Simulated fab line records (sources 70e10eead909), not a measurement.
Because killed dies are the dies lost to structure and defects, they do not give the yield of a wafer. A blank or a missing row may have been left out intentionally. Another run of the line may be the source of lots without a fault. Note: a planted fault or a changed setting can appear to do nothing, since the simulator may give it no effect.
What tool caused it? -- flow nandHarc -- 6 lots with 18 wafers sampled at 3 steps, on a route of 1159 steps

WHAT THE GAUGES SHOWED, per wafer
NHARC_A_SLIT_CD_MEAS_09 targets a cd of 300 nm.
lot,measured,on,cdNm (nm)
L655,day 14 23:16,cdSem-02,299.5 300.6 300.5
L660,day 15 09:04,cdSem-02,299.4 299.0 299.0
L663,day 16 16:38,cdSem-01,299.4 300.1 301.0
L666,day 17 10:32,cdSem-01,286.1 285.1 284.1
L675,day 19 06:56,cdSem-03,299.3 301.1 300.6
L677,day 19 18:33,cdSem-02,299.1 300.0 299.6

WHAT TOOL EACH LOT RAN ON (gives the tool, then ch and the chambers of the sampled wafers, and finally the start)
lot,NHARC_A_SGD_CUT_ETCH_59,NHARC_A_SLIT_EXPOSE_06
L655,"rieDiel-08 ch 2,3, day 14 23:07 or earlier","arfiScanner-01 ch 0, day 14 23:07"
L660,"rieDiel-08 ch 1,2,3, day 15 08:55 or earlier","arfiScanner-01 ch 0, day 15 08:55"
L663,"rieDiel-04 ch 0,2,3, day 16 16:29 or earlier","arfiScanner-03 ch 0, day 16 16:29"
L666,"rieDiel-02 ch 0,2,3, day 17 10:24 or earlier","arfiScanner-03 ch 0, day 17 10:24"
L675,"rieDiel-08 ch 1,2, day 19 06:47 or earlier","arfiScanner-01 ch 0, day 19 06:47"
L677,"rieDiel-02 ch 0,2,3, day 19 18:25 or earlier","arfiScanner-02 ch 0, day 19 18:25"
- NHARC_A_SGD_CUT_ETCH_59: etches the open film in N2/H2, target depth 260 nm, time 406.25 s.
- NHARC_A_SLIT_EXPOSE_06: exposes mask SLIT.

THE ANSWER, worked out from the rows above alone
Rule: what is usual is taken from the lots themselves. The widest of any qualifying gaps counts: lots, ordered by their means at a reading, are off when they make up no more than a third of the lots, leave a main group of 4 or more, and stand apart from it by 3 or more times the standard deviation of that group's means. A main group is skipped when, at the precision printed for the reading in the tables above, its means are all equal. A lot without any number at a reading at which 4 lots or more have one is off too. Any other lot the step has rows for is counted as sound.
Off, at NHARC_A_SLIT_CD_MEAS_09 on cdNm: L666. Main group: mean 299.9 nm, sd 0.46.
If a tool, at a process step before that reading, ran all the lots that are off and no sound lot after the first of them, it fits. Those tools and the gauges at NHARC_A_SLIT_CD_MEAS_09 are tried in the same way. NHARC_A_SGD_CUT_ETCH_59: start missing for some lots; hours and lot order therefore follow NHARC_A_SLIT_EXPOSE_06. This does not decide it: 2 tools fit, namely arfiScanner-03 at NHARC_A_SLIT_EXPOSE_06 and cdSem-01 at NHARC_A_SLIT_CD_MEAS_09.

WHAT THE SIMULATOR HAD INSERTED
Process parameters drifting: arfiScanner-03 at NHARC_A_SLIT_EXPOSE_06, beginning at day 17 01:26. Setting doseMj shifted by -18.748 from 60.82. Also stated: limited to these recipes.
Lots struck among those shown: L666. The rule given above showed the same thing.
